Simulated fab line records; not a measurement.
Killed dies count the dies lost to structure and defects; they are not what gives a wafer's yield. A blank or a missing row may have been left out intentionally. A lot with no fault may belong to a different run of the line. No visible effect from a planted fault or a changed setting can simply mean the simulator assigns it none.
Which tool was responsible?    flow n5 finfet    route of 1938 steps, sampled at 1 step: 24 lots, 72 wafers

WHAT THE GAUGES READ, wafer by wafer
N5_HKMG_FIN_INSPECT_14: inspects for defects (macro). Usual: 2.2 for raw defect count, sd 1.5.
lot   measured     on                 raw defect count  flag
L074  day 4 03:31  defect inspect-01  1 2 2             
L075  day 4 12:30  defect inspect-01  0 2 2             
L076  day 4 20:09  defect inspect-01  2 2 2             
L077  day 5 02:49  defect inspect-01  2 6 2             
L078  day 5 03:50  defect inspect-01  2 1 3             
L079  day 5 10:59  defect inspect-01  2 1 4             
L080  day 5 16:05  defect inspect-02  2 1 1             
L081  day 6 01:43  defect inspect-01  0 0 1             
L082  day 6 08:12  defect inspect-01  1 7 2             
L083  day 6 14:43  defect inspect-02  3 4 1             
L084  day 6 17:34  defect inspect-01  4 3 2             
L085  day 7 01:14  defect inspect-01  1 4 0             
L086  day 7 04:16  defect inspect-02  1 3 3             
L087  day 7 12:07  defect inspect-01  3 1 2             
L088  day 7 16:09  defect inspect-02  3 4 1             
L089  day 7 20:57  defect inspect-01  3 2 2             
L090  day 8 03:32  defect inspect-01  2 1 0             
L091  day 8 08:22  defect inspect-02  3 4 1             
L092  day 8 15:30  defect inspect-01  1 3 2             
L093  day 8 21:05  defect inspect-01  3 2 1             
L094  day 9 05:37  defect inspect-02  2 1 0             
L095  day 9 08:25  defect inspect-01  5 1 2             
L096  day 9 14:23  defect inspect-01  2 0 2             
L097  day 9 19:29  defect inspect-02  0 0 2             

TOOL THAT RAN EACH LOT (tool first, then ch and the chambers of the sampled wafers, then the start)
The record shows no process step preceding these readings.

WHAT THE TOOLS THEMSELVES READ (means of the sampled wafers that have a number; where no wafer has one, the mark that the record gives instead)
The record holds no such reading with a usual standard deviation.

THE ANSWER, worked out from the rows above alone
Rule: a lot counts as off when the mean over its wafers that have a number is more than 3 standard deviations away from the usual mean. A lot without any number at a reading at which 4 lots or more have one is off too. All remaining lots with rows at the step are treated as sound. Order of review: gauges by route order, followed by the tools' own readings, for which a lot's mean as printed above is used. At the first step where some lot is off, the reading lying furthest off is the one used; lots without a number count as furthest.
No lot is off on any of the readings shown, so nothing can be concluded from this.

WHAT THE SIMULATOR HAD PUT IN
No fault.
